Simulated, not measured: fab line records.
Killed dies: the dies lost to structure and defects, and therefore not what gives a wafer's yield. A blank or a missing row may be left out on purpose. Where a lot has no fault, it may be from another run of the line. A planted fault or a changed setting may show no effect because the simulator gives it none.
Problem report, 8D (eight disciplines) form, completed by code || flow n5-finfet || the parts of the form that need people (team, actions taken, sign-off) are left out

== 1. PROBLEM STATEMENT ==
Mean of raw-defect-count at N5_FIN_SAQP_INSPECT_40: 574 across 2 wafers in 2 lots; on wafers with no fault it is 221 (standard deviation 73). That is +4.8 standard deviations from the usual mean.
The step: inspects for defects (brightfield).
First observed at day 5 04:51: wafer L984.3, on defect-inspect-02. The record has a number at this step for 12 wafers belonging to 4 lots. The rule behind "out" and "out of limits": a value lying over 4 standard deviations away from the usual mean. The rest of the wafers with a number are treated as sound.

== 2. WHAT IT IS; WHAT IT IS NOT ==
{"question": "which readings at this step", "is": "raw-defect-count", "is not": "-"}
{"question": "which lots", "is": "L984, L985", "is not": "L977, L990"}
{"question": "which wafers of those lots", "is": "L984.3, L985.6", "is not": "L984.2, L984.6, L985.2, L985.3"}
{"question": "read on which gauges", "is": "defect-inspect-02", "is not": "defect-inspect-01"}
{"question": "when", "is": "from day 5 04:51", "is not": "up to then (5 sound wafers); but 5 sound wafers of L985, L990 came after"}

== 3. THE SUSPECTS, EACH WITH WHAT RULES IT OUT ==
Counting: a tool at a process step up to the reading stays a suspect if it ran every lot that is out. Sound lots after the first of them don't rule it out here, since some wafers of a struck lot are sound.
- ruled out: the gauge at N5_FIN_SAQP_INSPECT_40. All the wafers that are out were read on defect-inspect-02, but those of them that N5_PASSIVATION_PROBE_49 has rows for are out there too, on other tools.
- ald-sin-03 at N5_FIN_SAQP_ALD_61 (deposits SiO2, target thk 4 nm, pulse time 1 s, purge time 2 s): kept. Ran every lot that is out, first one L984 (day 4 20:53); last sound lot up to then L977 (day 3 02:42).
- In ald-sin-03 at N5_FIN_SAQP_ALD_61, the wafers that are out were processed in chamber 1 and their sound lot-mates in chambers 0, 2, 3.
The count leaves ald-sin-03 at N5_FIN_SAQP_ALD_61.

== 4. THE CAUSE (what the simulator had put in) ==
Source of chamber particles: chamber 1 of ald-sin-03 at N5_FIN_SAQP_ALD_61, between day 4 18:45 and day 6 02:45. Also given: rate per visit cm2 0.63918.
Only this tool survived the counting.

== 5. SEQUENCE OF EFFECTS, ordered by route ==
Each row: a reading whose mean over the struck wafers that have a number lies more than 3 standard deviations from the usual. Only readings whose record carries a usual standard deviation are examined. hours: median over the lots of the time between each lot's start at the first step of this table that gives one and its start at this step. sigmas: the change, counted in usual standard deviations.
{"hours": 0, "step": "N5_FIN_SAQP_INSPECT_40", "reading": "raw-defect-count", "usual": 221, "on struck wafers": 574, "change": "+354", "sigmas": "+4.8"}
{"hours": 0, "step": "N5_FIN_CUT_INSPECT_10", "reading": "raw-defect-count", "usual": 42, "on struck wafers": 420, "change": "+378", "sigmas": "+27"}
{"hours": 1, "step": "N5_FIN_CUT_INSPECT_17", "reading": "raw-defect-count", "usual": 223, "on struck wafers": 578, "change": "+356", "sigmas": "+4.6"}
{"hours": 279, "step": "N5_PASSIVATION_PROBE_49", "reading": "defect-limited-yield", "usual": "91.2 %", "on struck wafers": 85.0, "change": -6.2, "sigmas": -4.4}
{"hours": 279, "step": "N5_PASSIVATION_PROBE_49", "reading": "killed-at-front-end", "usual": 37, "on struck wafers": 124, "change": "+86", "sigmas": "+8.7"}
{"hours": 279, "step": "N5_PASSIVATION_PROBE_49", "reading": "killed-dies", "usual": 103, "on struck wafers": 176, "change": "+74", "sigmas": "+4.3"}
{"hours": 279, "step": "N5_PASSIVATION_PROBE_49", "reading": "killed-on-rim", "usual": 14, "on struck wafers": 25, "change": "+11", "sigmas": "+3.1"}
{"hours": 279, "step": "N5_PASSIVATION_PROBE_49", "reading": "sort_bin_5_function", "usual": "5.1 %", "on struck wafers": 9.7, "change": "+4.6", "sigmas": "+5.0"}
{"hours": 279, "step": "N5_PASSIVATION_PROBE_49", "reading": "sort-n-pass", "usual": 1077, "on struck wafers": 1004, "change": -74, "sigmas": -4.3}
{"hours": 279, "step": "N5_PASSIVATION_PROBE_49", "reading": "sort-yield-pct", "usual": "91.2 %", "on struck wafers": 85.0, "change": -6.2, "sigmas": -4.4}
Process steps it contains:
- N5_PASSIVATION_PROBE_49
Later measuring or inspecting steps at which every struck wafer that the step has a row for has a number for every such reading, and none has moved that far: N5_BEOL_M4_RC_MEAS_101.

== 6. HOW IT WOULD HAVE BEEN CAUGHT EARLIER ==
Counted from the fault's start at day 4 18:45, it took 10 hours until the first out-of-limits reading at a measuring or inspecting step in this record, taken at day 5 04:51.
An alarm limit of 4 standard deviations would not have fired on the tool readings at N5_FIN_SAQP_ALD_61 for which the record gives a usual standard deviation, since none of them was out on any struck wafer.
By day 5 04:51 the whole set of lots that are out, 2 in number, had already begun N5_FIN_SAQP_ALD_61 on ald-sin-03. Tool hold at that time: it would have spared none of them.
